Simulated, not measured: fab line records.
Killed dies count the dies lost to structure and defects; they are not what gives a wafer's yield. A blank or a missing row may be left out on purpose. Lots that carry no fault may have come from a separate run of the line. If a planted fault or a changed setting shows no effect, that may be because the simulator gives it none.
Chamber matching	flow n5 finfet	N5_PMOS_HMC_CHANNEL_EPI_STRIP_33 on rie diel-02: 4 sister chambers
The step strips in N2/H2. 18 wafers are shown with their chamber, then 9 later ones without.

## WAFERS PAIRED WITH THEIR CHAMBERS
wafer	chamber	drypump motor current A (A)	showerhead plenum p Torr (Torr)	chamber pressure mTorr (mTorr)
L284.1	3	5.9	3.46	50.08
L284.5	2	5.2	3.45	50.05
L284.6	1	5.9	3.39	50.05
L289.3	3	5.9	3.45	50.06
L289.4	0	6.5	3.20	49.86
L289.6	0	6.5	3.20	49.92
L290.1	1	5.9	3.38	50.06
L290.3	1	5.9	3.38	49.81
L290.6	3	5.9	3.45	50.14
L291.2	0	6.6	3.20	49.89
L291.3	1	5.9	3.38	49.99
L291.5	1	5.9	3.38	50.11
L292.1	1	5.9	3.38	49.97
L292.2	2	5.2	3.45	50.06
L292.4	2	5.2	3.44	50.11
L294.1	1	5.9	3.38	49.97
L294.2	3	5.9	3.45	50.13
L294.6	3	5.9	3.45	50.17

SIGNATURES (means of the wafers above)
reading	chamber 0	chamber 1	chamber 2	chamber 3	scatter within a chamber
drypump motor current A	6.533	5.900	5.200	5.900	0.0218
showerhead plenum p Torr	3.2000	3.3814	3.4467	3.4520	0.00407
chamber pressure mTorr	49.8900	49.9943	50.0733	50.1160	0.0697
Rule: distance of a wafer from a chamber = root of the sum over the readings of ((wafer's reading minus chamber's mean) / reading's scatter) squared. If the next closest chamber is less than 2 further off than the closest, the wafer can't be placed; otherwise it belongs to the closest. The scatter is the square root of a quotient: the sum, over the shown wafers, of each reading's squared deviation from its chamber's mean, divided by wafers minus chambers.

## WAFERS MISSING THEIR CHAMBER
wafer	drypump motor current A (A)	showerhead plenum p Torr (Torr)	chamber pressure mTorr (mTorr)
L295.2	6.5	3.19	50.06
L295.3	5.9	3.37	49.87
L295.6	5.9	3.37	49.96
L296.1	5.9	3.37	50.03
L296.3	5.9	3.45	50.15
L296.6	6.5	3.19	50.09
L297.1	6.5	3.19	49.91
L297.3	5.9	3.44	50.01
L297.6	5.9	3.44	49.97

## WHICH CHAMBER EACH ONE RAN IN
wafer	from the rows above	in truth
L295.2	0	0
L295.3	1	1
L295.6	1	1
L296.1	1	1
L296.3	3	3
L296.6	0	0
L297.1	0	0
L297.3	3	3
L297.6	3	3
Correct placement for 9 of the 9. From these rows, 0 cannot be placed. Placed wrongly: 0.
